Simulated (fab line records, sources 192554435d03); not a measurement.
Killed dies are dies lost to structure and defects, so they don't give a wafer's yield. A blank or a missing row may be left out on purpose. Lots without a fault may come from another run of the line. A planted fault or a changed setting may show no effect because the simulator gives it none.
fab line records | flow n5_finfet | part 1 of 2: steps 1 to 22 of 33
record lots=5 wafers=15 last_day=18
route steps=1938 shown BEOL_M14@1755 BEOL_M15@1773
lots that met no fault: from a run of the same line without faults
start_h: hours from the record's first day to the start of the lot's first wafer shown | wait_h: hours since the lot's step before | " the same as in the row above | L1.1+2: a row that stands for several wafers | - no value, or no start given | * or withheld: withheld | < > ~ a bound
route shown NAME@n: a module of which the file shows steps, and the number in the route of the first | usual: mean/standard deviation of fault-free wafers | same: alike in all rows | chamber/n: place in a boat | sites: the reading at each site | _std_site: their standard deviation | _edge_site: outer sites' mean less inner sites' | radius_mm: how far each site lies from the wafer's centre | mask NAME#n: copy n | behind: the tool/chamber that last shaped the wafer | hold: why the lot was held/for how many hours/how that ended | device: the transistor (n, p or np) that didn't switch | end of line: the same wafers' tests at the end of the route | a step without rows: its recipe alone | killed: dies lost to structure and defects at the first sort, not the wafer's yield | map: a wafer's dies, x killed, . not, _ none there
set.NAME: the setting as run; set.NAME@STEP: as run at that earlier step | model.NAME: the simulator's own value behind a step, which no gauge read
lots at some steps of the route; a table a step, a row a wafer
services: from which hour (start_h, from the record's first day; less than 0 if before it) a tool's chamber was out of use, for how many hours, and why
## steps
# step N5_BEOL_M14_OCD_MEAS_35
# usual trench_depth_nm=552/20
# columns lot.wafer tool chamber start_h wait_h trench_depth_nm
L076.1 ocd-01 - 285.57 0.0 532
L076.4 " - " " 585
L076.6 " - " " 583
L081.1 ocd-02 - 290.89 0.0 533
L081.3 " - " " 553
L081.4 " - " " 548
L082.4 ocd-02 - 310.05 0.0 581
L082.5 " - " " 547
L082.6 " - " " 539
L086.1 ocd-01 - 341.70 0.0 553
L086.3 " - " " 559
L086.6 " - " " 572
L097.3 ocd-01 - 394.93 0.0 553
L097.5 " - " " 556
L097.6 " - " " 558
# step N5_BEOL_M14_STRIP_37
# recipe chemistry=O2 power_w=600 temp_c=60 pressure_mtorr=30 rf_frequency_hz=6e+07 bias_power_w=0 overash_fraction=0.3 o2_flow_sccm=225
# usual drypump_motor_current_A=5.5/0.54 oes_product_au=0.79/0.072 rf_vpp_V=3.6/1.1 showerhead_plenum_p_Torr=2.10/0.069 throttle_valve_pct=16.61/0.12
# same bias_power_w=0
# columns lot.wafer tool chamber start_h wait_h drypump_motor_current_A oes_product_au rf_hours_counter_h rf_vpp_V showerhead_plenum_p_Torr throttle_valve_pct
L076.1 rie_diel-02 1 286.65 1.1 5.3 0.70 210 2.0 2.08 16.70
L076.4 " 2 " " 4.7 0.74 159 3.0 2.19 16.49
L076.6 " 0 " " 5.5 0.75 - 3.8 2.06 16.53
L081.1 rie_diel-02 2 297.04 6.2 4.8 0.74 164 4.6 2.19 16.46
L081.3 " 0 " " 5.5 0.74 174 3.3 2.06 16.52
L081.4 " 2 " " 4.7 0.75 - 5.5 2.19 16.49
L082.4 rie_diel-05 3 310.36 0.3 5.7 0.84 57 4.4 2.05 16.81
L082.5 " 2 " " 6.5 0.83 - 2.6 2.20 16.51
L082.6 " 1 " " 5.5 0.93 - 5.1 2.08 16.50
L086.1 rie_diel-06 0 344.75 3.1 4.8 0.81 108 2.8 2.02 16.56
L086.3 " 3 " " 5.7 0.87 58 3.7 2.07 16.49
L086.6 " 3 " " 5.7 0.86 - 3.4 2.07 16.47
L097.3 rie_diel-05 3 395.07 0.1 5.7 0.82 86 2.0 2.04 16.87
L097.5 " 3 " " 5.7 0.81 - 3.9 2.04 16.88
L097.6 " 0 " " 5.5 0.73 - 5.6 2.00 16.63
# step N5_BEOL_M14_ETCH_38
# recipe chemistry=CF4/N2 target=SiCN target_depth_a=1065 taper_deg=2 time_s=120.6 ion_energy_ev=150 mask_material=SiO2 pressure_mtorr=40 source_w=430 bias_w=70 Ar_flow_sccm=100 cf4_flow_sccm=60 n2_flow_sccm=60
# usual drypump_motor_current_A=5.5/0.54 oes_product_au=0.79/0.067 rf_vpp_V=382.3/1.8 showerhead_plenum_p_Torr=2.21/0.067 throttle_valve_pct=15.35/0.16
# columns lot.wafer tool chamber start_h wait_h drypump_motor_current_A oes_product_au rf_hours_counter_h rf_vpp_V showerhead_plenum_p_Torr throttle_valve_pct
L076.1 rie_diel-02 1 - - 5.3 0.71 210 381.1 2.21 15.55
L076.4 " 2 " " 4.7 0.75 159 383.6 2.28 15.20
L076.6 " 0 " " 5.5 0.77 - 382.1 2.20 15.39
L081.1 rie_diel-02 2 - - 4.7 0.74 164 383.1 2.28 15.20
L081.3 " 0 " " 5.5 0.77 174 381.1 2.20 15.43
L081.4 " 2 " " 4.7 0.74 - 383.9 2.28 15.21
L082.4 rie_diel-05 3 - - 5.7 0.82 57 381.5 2.14 15.42
L082.5 " 2 " " 6.5 0.79 - 385.4 2.33 15.36
L082.6 " 1 " " 5.4 0.91 - 381.9 2.17 15.11
L086.1 rie_diel-06 0 - - 4.8 0.79 108 381.8 2.13 15.32
L086.3 " 3 " " 5.7 0.85 58 381.1 2.14 15.05
L086.6 " 3 " " 5.7 0.84 - 380.8 2.14 15.06
L097.3 rie_diel-05 3 - - 5.7 0.80 87 380.8 2.13 15.51
L097.5 " 3 " " 5.7 0.80 - 380.3 2.13 15.50
L097.6 " 0 " " 5.4 0.74 - 378.3 2.11 15.45
# step N5_BEOL_M14_PRECLEAN_39
# recipe chemistry=residue_remover time_s=60 temp_c=40
# columns lot.wafer tool chamber start_h wait_h
L076.1+4+6 wet_bench-04 5,3,4 286.85 -
L081.1+3+4 wet_bench-06 3,4,0 297.26 -
L082.4+5+6 wet_bench-03 2,6,1 310.57 -
L086.1+3+6 wet_bench-06 4,5,2 344.95 -
L097.3+5+6 wet_bench-03 7,2,1 395.27 -
# step N5_BEOL_M14_SRD_40
# recipe time_s=30 temp_c=23 rinse_liquid=diw dry=n2_spin spin_rpm=1500 dry_time_s=30
# columns lot.wafer tool chamber start_h wait_h
L076.1+4+6 wet_bench-04 5,3,4 286.87 0.0
L081.1+3+4 wet_bench-06 3,4,0 297.28 0.0
L082.4+5+6 wet_bench-03 2,6,1 310.59 0.0
L086.1+3+6 wet_bench-06 4,5,2 344.97 0.0
L097.3+5+6 wet_bench-03 7,2,1 395.29 0.0
# step N5_BEOL_M14_DEGAS_41
# recipe ambient=vacuum temp_c=300 time_s=60
# usual heater_power_w=459/46
# columns lot.wafer tool chamber start_h wait_h heater_power_w
L076.1 pvd_sputter-01 - 287.19 0.3 416
L076.4 " - " " 592
L076.6 " - " " 437
L081.1 pvd_sputter-03 - 298.06 0.8 491
L081.3 " - " " 496
L081.4 " - " " 439
L082.4 pvd_sputter-03 - 311.22 0.6 495
L082.5 " - " " 486
L082.6 " - " " 446
L086.1 pvd_sputter-02 - 345.31 0.3 405
L086.3 " - " " 443
L086.6 " - " " 399
L097.3 pvd_sputter-03 - 395.47 0.2 499
L097.5 " - " " 434
L097.6 " - " " 489
# step N5_BEOL_M14_PRE_CLEAN_42
# recipe gas=H2/He time_s=30 temp_c=300
# usual heater_power_w=460/46
# columns lot.wafer tool chamber start_h wait_h heater_power_w
L076.1 pvd_sputter-01 - 287.23 0.0 414
L076.4 " - " " 574
L076.6 " - " " 441
L081.1 pvd_sputter-03 - 298.10 0.0 491
L081.3 " - " " 484
L081.4 " - " " 436
L082.4 pvd_sputter-03 - 311.26 0.0 485
L082.5 " - " " 496
L082.6 " - " " 427
L086.1 pvd_sputter-02 - 345.35 0.0 400
L086.3 " - " " 440
L086.6 " - " " 406
L097.3 pvd_sputter-03 - 395.51 0.0 504
L097.5 " - " " 423
L097.6 " - " " 498
# step N5_BEOL_M14_SPUTTER_43
# recipe material=TaN target_thk_a=150 temp_c=50 bias_v=168.6 power_w=15000 chamber_pressure_pa=0.12 time_s=24.19
# usual cathode_dc_power_W=15000/2.8 throttle_valve_pct=30.0/0.8
# columns lot.wafer tool chamber start_h wait_h cathode_dc_power_W throttle_valve_pct
L076.1 pvd_sputter-01 - 287.27 0.0 15001 31.2
L076.4 " - " " 14996 30.2
L076.6 " - " " 15004 28.8
L081.1 pvd_sputter-03 - 298.14 0.0 14999 29.8
L081.3 " - " " 14996 30.3
L081.4 " - " " 14999 29.7
L082.4 pvd_sputter-03 - 311.30 0.0 15007 29.8
L082.5 " - " " 15000 29.7
L082.6 " - " " 14998 30.3
L086.1 pvd_sputter-02 - 345.39 0.0 15001 28.6
L086.3 " - " " 15001 29.3
L086.6 " - " " 15002 28.7
L097.3 pvd_sputter-03 - 395.55 0.0 15003 29.6
L097.5 " - " " 15004 29.8
L097.6 " - " " 15001 29.9
# step N5_BEOL_M14_SPUTTER_44
# recipe material=Ta target_thk_a=150 temp_c=50 bias_v=80 power_w=15000 chamber_pressure_pa=0.07 time_s=24.19
# usual cathode_dc_power_W=15000/2.7 throttle_valve_pct=30.0/0.79
# columns lot.wafer tool chamber start_h wait_h cathode_dc_power_W throttle_valve_pct
L076.1 pvd_sputter-01 - 287.35 0.0 14998 31.3
L076.4 " - " " 15001 29.8
L076.6 " - " " 15000 29.0
L081.1 pvd_sputter-03 - 298.22 0.0 15006 30.0
L081.3 " - " " 15000 30.1
L081.4 " - " " 14998 30.0
L082.4 pvd_sputter-03 - 311.38 0.0 14998 29.8
L082.5 " - " " 14998 29.6
L082.6 " - " " 14999 30.5
L086.1 pvd_sputter-02 - 345.47 0.0 15001 28.8
L086.3 " - " " 14999 28.9
L086.6 " - " " 14997 28.8
L097.3 pvd_sputter-03 - 395.63 0.0 14999 30.1
L097.5 " - " " 15001 30.0
L097.6 " - " " 14994 29.9
# step N5_BEOL_M14_SPUTTER_45
# recipe material=Cu target_thk_a=1000 temp_c=-20 bias_v=60 power_w=26000 chamber_pressure_pa=0.13 time_s=16.67
# usual cathode_dc_power_W=26000/4.4 chuck_gas_flow_sccm=1.27/0.051 throttle_valve_pct=30.0/0.81
# columns lot.wafer tool chamber start_h wait_h cathode_dc_power_W chuck_gas_flow_sccm throttle_valve_pct
L076.1 pvd_sputter-01 - 287.43 0.0 25999 1.25 31.2
L076.4 " - " " 26002 1.26 29.9
L076.6 " - " " 25996 1.28 28.8
L081.1 pvd_sputter-03 - 298.30 0.0 26008 1.34 29.9
L081.3 " - " " 26005 1.30 30.2
L081.4 " - " " 26004 1.23 30.1
L082.4 pvd_sputter-03 - 311.46 0.0 26001 1.11 29.7
L082.5 " - " " 25998 1.23 29.8
L082.6 " - " " 26001 1.17 30.7
L086.1 pvd_sputter-02 - 345.55 0.0 25996 1.29 28.4
L086.3 " - " " 26005 1.28 28.8
L086.6 " - " " 26006 1.26 28.4
L097.3 pvd_sputter-03 - 395.71 0.0 26001 1.19 29.7
L097.5 " - " " 26002 1.18 29.9
L097.6 " - " " 26001 1.23 29.8
# step N5_BEOL_M14_ECD_47
# recipe material=Cu target_thk_a=12480
# columns lot.wafer tool chamber start_h wait_h
L076.1+4+6 ecd_cu-02 0,1,0 287.55 0.1
L081.1+3+4 ecd_cu-02 0,1,0 298.41 0.1
L082.4+5+6 ecd_cu-02 0,1,0 311.63 0.1
L086.1+3+6 ecd_cu-02 0,1,0 345.67 0.1
L097.3+5+6 ecd_cu-01 0,0,1 395.88 0.1
# step N5_BEOL_M14_ANNEAL_48
# recipe temp_c=225 time_s=90 ambient=N2
# usual anneal_temp_c_max=225.83/0.21 wafer_temp_C_max=226.15/0.28
# columns lot.wafer tool chamber start_h wait_h anneal_temp_c_max wafer_temp_C_max
L076.1 rtp_anneal-02 0 288.38 0.8 225.64 225.94
L076.4 " 0 " " 225.68 226.34
L076.6 " 0 " " 225.51 225.77
L081.1 rtp_anneal-01 0 298.83 0.4 225.96 226.02
L081.3 " 0 " " 225.83 226.15
L081.4 " 0 " " 225.76 226.88
L082.4 rtp_anneal-02 0 311.94 0.3 226.04 226.47
L082.5 " 0 " " 226.26 226.17
L082.6 " 0 " " 225.98 225.83
L086.1 rtp_anneal-02 0 345.86 0.1 226.08 225.89
L086.3 " 0 " " 225.74 226.02
L086.6 " 0 " " 225.81 225.59
L097.3 rtp_anneal-02 0 396.11 0.2 225.48 226.18
L097.5 " 0 " " 226.09 226.22
L097.6 " 0 " " 226.09 226.26
# step N5_BEOL_M14_CMP_49
# recipe stop_on=SiO2 t_overpolish_s=5.2 down_force_psi=2 platen_rpm=80 clearing_platen_down_force_psi=2 clearing_platen_rpm=80 post_cmp_clean=cu_alkaline target_thk_nm=560 clearing_platen_pad_velocity_m_s=1.5917 pad_velocity_m_s=1.5917
# usual barrier_field_endpoint_s=11.53/0.29 head_pressure_psi=2.000/0.0038 motor_current_A=8.2/0.81 overpolish_run_s=5.200/0.0087 time_to_endpoint_s=125/4.5
# columns lot.wafer tool chamber start_h wait_h barrier_field_endpoint_s head_pressure_psi motor_current_A overpolish_run_s time_to_endpoint_s
L076.1 cmp-03 0 288.76 0.3 11.64 2.000 8.6 5.206 131
L076.4 " 1 " " 11.13 2.006 8.2 5.199 121
L076.6 " 2 " " 11.68 2.000 7.2 5.192 129
L081.4 cmp-04 1 299.13 0.1 11.39 1.998 9.0 5.189 125
L081.1 " 3 " " 11.37 2.002 7.3 5.185 127
L081.3 " 0 " " 11.98 1.996 6.7 5.211 137
L082.4 cmp-01 1 312.10 0.1 11.54 1.993 7.5 5.194 124
L082.5 " 1 " " 11.54 1.999 8.1 5.206 119
L082.6 " 2 " " 11.91 2.003 9.8 5.205 131
L086.1 cmp-01 2 346.16 0.3 11.79 1.999 9.5 5.197 126
L086.3 " 3 " " 11.53 1.999 7.9 5.219 126
L086.6 " 2 " " 11.29 2.006 9.9 5.197 123
L097.3 cmp-01 1 396.31 0.2 11.77 2.002 8.5 5.201 123
L097.6 " 1 " " 11.46 2.005 8.3 5.199 122
L097.5 " 2 " " 12.04 2.001 9.8 5.193 131
# step N5_BEOL_M14_THK_MEAS_50
# recipe thk_meas_gauge=xrf reads=Cu_of_BEOL_M14_ECD_47
# usual M14_THK=554/20
# columns lot.wafer tool chamber start_h wait_h M14_THK[nm]
L076.1 film_metro-01 - 288.97 - 536
L076.4 " - " " 583
L076.6 " - " " 582
L081.1 film_metro-01 - 299.42 - 537
L081.3 " - " " 557
L081.4 " - " " 547
L082.4 film_metro-02 - 312.40 - 581
L082.5 " - " " 549
L082.6 " - " " 539
L086.1 film_metro-02 - 346.45 - 557
L086.3 " - " " 564
L086.6 " - " " 575
L097.3 film_metro-02 - 396.61 - 544
L097.5 " - " " 551
L097.6 " - " " 551
# step N5_BEOL_M14_PRE_CLEAN_52
# recipe gas=NH3 time_s=15 temp_c=withheld rf_power_w=300
# columns lot.wafer tool chamber start_h wait_h since_wet_clean_h
L076.1 pecvd-03 2 289.01 0.0 58
L076.4 " 0 " " -
L076.6 " 1 " " -
L081.1 pecvd-03 0 299.46 0.0 822
L081.3 " 1 " " 1547
L081.4 " 0 " " -
L082.4 pecvd-02 0 312.45 0.0 -
L082.5 " 2 " " -
L082.6 " 1 " " -
L086.1 pecvd-02 0 346.49 0.0 1413
L086.3 " 2 " " 655
L086.6 " 0 " " -
L097.3 pecvd-01 0 396.64 0.0 1101
L097.5 " 2 " " -
L097.6 " 0 " " -
# step N5_BEOL_M14_DEP_53
# recipe material=SiCN target_thk_a=500 temp_c=withheld precursor=3MS/NH3 pressure_torr=3 rf_w=675 time_s=17.8
# usual chamber_pressure_Torr=3.000/0.0064 showerhead_plenum_p_Torr=4.157/0.024 throttle_valve_pct=17.6/0.82
# columns lot.wafer tool chamber start_h wait_h chamber_pressure_Torr showerhead_plenum_p_Torr since_wet_clean_h throttle_valve_pct
L076.1 pecvd-03 2 289.04 0.0 2.993 4.136 58 16.5
L076.4 " 0 " " 3.005 4.161 - 17.7
L076.6 " 1 " " 2.989 4.198 - 18.8
L081.1 pecvd-03 0 299.48 0.0 3.007 4.155 822 17.5
L081.3 " 1 " " 3.010 4.196 1547 18.6
L081.4 " 0 " " 3.011 4.165 - 17.6
L082.4 pecvd-02 0 312.48 0.0 2.999 4.143 - 16.6
L082.5 " 2 " " 2.991 4.132 - 18.3
L082.6 " 1 " " 2.998 4.142 - 18.6
L086.1 pecvd-02 0 346.52 0.0 3.005 4.144 1413 16.6
L086.3 " 2 " " 2.995 4.132 655 18.3
L086.6 " 0 " " 3.000 4.148 - 17.0
L097.3 pecvd-01 0 396.67 0.0 2.992 4.177 1101 17.6
L097.5 " 2 " " 2.990 4.184 - 16.4
L097.6 " 0 " " 3.002 4.169 - 17.5
# step N5_BEOL_M14_RS_MEAS_54
# recipe thk_meas_gauge=four-point-probe reads=Cu_of_BEOL_M14_ECD_47+Ta_of_BEOL_M14_SPUTTER_44+TaN_of_BEOL_M14_SPUTTER_43
# usual M14_RS=0.0335/0.0012
# columns lot.wafer tool chamber start_h wait_h M14_RS[ohm/sq]
L076.1 film_metro-02 - 289.10 0.0 0.0347
L076.4 " - " " 0.0315
L076.6 " - " " 0.0316
L081.1 film_metro-01 - 299.55 0.0 0.0346
L081.3 " - " " 0.0330
L081.4 " - " " 0.0337
L082.4 film_metro-02 - 312.55 0.0 0.0318
L082.5 " - " " 0.0339
L082.6 " - " " 0.0343
L086.1 film_metro-01 - 346.58 0.0 0.0333
L086.3 " - " " 0.0330
L086.6 " - " " 0.0322
L097.3 film_metro-02 - 396.74 0.1 0.0334
L097.5 " - " " 0.0331
L097.6 " - " " 0.0330
# step N5_BEOL_M14_INSPECT_55
# recipe inspect_instrument=darkfield mode=post_dep
# usual raw_defect_count=70/23
# columns lot.wafer tool chamber start_h wait_h raw_defect_count
L076.1 defect_inspect-02 - 289.13 0.0 68
L076.4 " - " " 68
L076.6 " - " " 47
L081.1 defect_inspect-01 - 299.58 0.0 52
L081.3 " - " " 74
L081.4 " - " " 111
L082.4 defect_inspect-01 - 312.57 0.0 42
L082.5 " - " " 42
L082.6 " - " " 42
L086.1 defect_inspect-01 - 346.61 0.0 71
L086.3 " - " " 116
L086.6 " - " " 81
L097.3 defect_inspect-02 - 396.76 0.0 73
L097.5 " - " " 69
L097.6 " - " " 52
# step N5_BEOL_M15_ILD_DEP_00
# recipe material=SiO2 target_thk_a=16293 temp_c=400 precursor=TEOS/O2 pressure_torr=6.5 rf_w=900 teos_flow_sccm=161.4 gas=O2 flow_sccm=2650 time_s=346.1
# usual chamber_pressure_Torr=6.500/0.013 heater_power_outer_w=267/57 heater_power_w=486/78 showerhead_plenum_p_Torr=8.333/0.028 throttle_valve_pct=18.7/1.5
# columns lot.wafer tool chamber start_h wait_h chamber_pressure_Torr heater_power_outer_w heater_power_w showerhead_plenum_p_Torr since_wet_clean_h throttle_valve_pct
L076.1 pecvd-01 0 289.17 0.0 6.508 266 506 8.372 993 18.3
L076.4 " 2 " " 6.503 224 446 8.401 - 16.7
L076.6 " 0 " " 6.505 177 407 8.351 - 18.5
L081.1 pecvd-02 2 299.61 0.0 6.491 213 409 8.303 608 18.7
L081.3 " 0 " " 6.520 328 602 8.321 1366 17.6
L081.4 " 0 " " 6.485 222 462 8.328 - 17.3
L082.4 pecvd-02 1 312.71 0.1 6.499 212 434 8.330 - 18.8
L082.5 " 0 " " 6.500 324 601 8.308 - 17.5
L082.6 " 2 " " 6.471 278 490 8.301 - 19.1
L086.1 pecvd-04 1 346.65 0.0 6.523 299 537 8.329 1957 21.2
L086.3 " 2 " " 6.497 231 398 8.313 450 17.5
L086.6 " 2 " " 6.497 290 471 8.320 - 17.5
L097.3 pecvd-02 2 396.91 0.1 6.496 265 470 8.313 - 18.7
L097.5 " 2 " " 6.488 192 377 8.317 - 18.8
L097.6 " 0 " " 6.514 296 569 8.300 - 17.2
# step N5_BEOL_M15_THK_MEAS_01
# recipe reads=SiO2_of_BEOL_M15_ILD_DEP_00
# usual M15_ILD_THK=1627/32
# columns lot.wafer tool chamber start_h wait_h M15_ILD_THK[nm]
L076.1 film_metro-02 - 289.42 0.1 1650
L076.4 " - " " 1640
L076.6 " - " " 1669
L081.1 film_metro-01 - 299.86 0.1 1625
L081.3 " - " " 1566
L081.4 " - " " 1571
L082.4 film_metro-01 - 312.86 0.0 1621
L082.5 " - " " 1611
L082.6 " - " " 1651
L086.1 film_metro-01 - 346.89 0.1 1599
L086.3 " - " " 1634
L086.6 " - " " 1652
L097.3 film_metro-01 - 397.16 0.1 1615
L097.5 " - " " 1622
L097.6 " - " " 1601
# step N5_BEOL_M15_COAT_58
# recipe resist=BARC temp_c=205 time_s=60 spin_rpm=1500 resist_thk_nm=89
# usual dispense_pressure_kPa=48.4/1.9
# columns lot.wafer tool chamber start_h wait_h dispense_pressure_kPa
L076.1 litho_track-05 0 289.45 0.0 50.9
L076.4 " 0 " " 50.9
L076.6 " 0 " " 50.9
L081.1 litho_track-04 0 299.89 0.0 46.7
L081.3 " 0 " " 46.7
L081.4 " 0 " " 46.7
L082.4 litho_track-04 0 312.89 0.0 46.7
L082.5 " 0 " " 46.7
L082.6 " 0 " " 46.7
L086.1 litho_track-05 0 346.93 0.0 50.8
L086.3 " 0 " " 50.9
L086.6 " 0 " " 50.9
L097.3 litho_track-04 0 397.19 0.0 46.7
L097.5 " 0 " " 46.7
L097.6 " 0 " " 46.7
# step N5_BEOL_M15_COAT_04
# recipe spin_rpm=1704 resist_thk_nm=800
# usual dispense_pressure_kPa=48.4/1.9
# columns lot.wafer tool chamber start_h wait_h dispense_pressure_kPa
L076.1 litho_track-05 0 - - 50.9
L076.4 " 0 " " 50.9
L076.6 " 0 " " 50.9
L081.1 litho_track-04 0 - - 46.7
L081.3 " 0 " " 46.7
L081.4 " 0 " " 46.7
L082.4 litho_track-04 0 - - 46.7
L082.5 " 0 " " 46.7
L082.6 " 0 " " 46.7
L086.1 litho_track-05 0 - - 50.9
L086.3 " 0 " " 51.0
L086.6 " 0 " " 50.9
L097.3 litho_track-04 0 - - 46.7
L097.5 " 0 " " 46.7
L097.6 " 0 " " 46.7
